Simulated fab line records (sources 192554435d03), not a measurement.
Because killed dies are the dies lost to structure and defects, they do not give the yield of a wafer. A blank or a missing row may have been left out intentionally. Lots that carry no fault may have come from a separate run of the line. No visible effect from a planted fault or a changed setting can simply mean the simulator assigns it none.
Split-lot trial ; flow n5Finfet ; route with 1938 steps; 7 lots, 21 wafers read

ABOUT THE SPLIT
At N5_BEOL_M9_TRENCH_ETCH_37 (etches SiCOH lowk in C4F6/O2, target depth 151.43 nm, time 49 s), the setting sourceW was moved away from the recipe's 345 W on 8 of the 21 wafers read, by -15.4% to +13.8%. All remaining wafers had this setting at the recipe value.

Reading taken at the split's own step.

THE READING
rfVppV, in V, at N5_BEOL_M9_TRENCH_ETCH_37 (etches SiCOH lowk in C4F6/O2, target depth 151.43 nm, time 49 s). Fault-free wafers of this fab line usually give 663 V, standard deviation 17 V.

wafer;tool, chamber at the split;sourceW as run, W;against the recipe;rfVppV, V;against lot-mates on the recipe
L075.2;rieDiel-06, 3;297.9;-13.7%;709;+66
L075.3;rieDiel-06, 2;345;recipe;644;-
L075.6;rieDiel-06, 2;345;recipe;641;-
L079.1;rieDiel-03, 2;370.5;+7.4%;642;-27
L079.2;rieDiel-03, 1;345;recipe;672;-
L079.5;rieDiel-03, 2;345;recipe;666;-
L085.1;rieDiel-02, 3;291.8;-15.4%;713;+38
L085.4;rieDiel-02, 1;291.8;-15.4%;736;+61
L085.5;rieDiel-02, 1;345;recipe;675;-
L088.2;rieDiel-03, 3;345;recipe;666;-
L088.4;rieDiel-03, 2;304.3;-11.8%;711;+46
L088.5;rieDiel-03, 3;345;recipe;665;-
L087.2;rieDiel-02, 2;345;recipe;642;-
L087.5;rieDiel-02, 2;345;recipe;642;-
L087.6;rieDiel-02, 1;345;recipe;674;-
L092.1;rieDiel-03, 1;392.7;+13.8%;629;-37
L092.2;rieDiel-03, 2;345;recipe;666;-
L092.5;rieDiel-03, 2;392.7;+13.8%;625;-41
L097.2;rieDiel-02, 3;345;recipe;666;-
L097.3;rieDiel-02, 0;365;+5.8%;626;-44
L097.4;rieDiel-02, 1;345;recipe;674;-

THE FIT
A straight line over all 21 wafers: rfVppV changes by -3.5 V for each +1% of sourceW; r = -0.91; the points scatter about the line by 13 V.
The same after taking each lot's own level away (the mean of its wafers on the recipe; 21 wafers): -3.54 V for each +1%; r = -0.94; scatter 11 V.
On that fit, the largest move of sourceW shifts the reading by 55 V.
The lots' own levels span 642.5 to 675.0 V, that is 1.9 times the standard deviation above.
Hence the lot-to-lot level has little effect on the slope; both slopes agree.
Check: +59.6 V against its lot-mates is what the line predicts for one of the wafers moved furthest among these (-15.4%) when that wafer is left out of the fit. Against them it came out at +38 V.
Tool readings at the split's step, against how far the setting was moved: rfVppV r = -0.91.

OTHER SPLITS APPLIED TO THESE WAFERS
Other splits were also applied to these wafers ahead of the reading. Each is held against what the fit with the lots' levels taken away leaves over:
other split on the same wafers;wafers away from the commonest value;r with rfVppV (lot level and that fit taken away)
N5_BEOL_M7_EXPOSE_08 doseMj;5;-0.12
N5_BEOL_M7_ETCH_41 sourceW;4;+0.20
N5_BEOL_M9_ILD_DEP_00 timeS;9;+0.04

FILE'S OWN FIT
rfVppV changes by -3.8 V for each +1% of sourceW, r = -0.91.
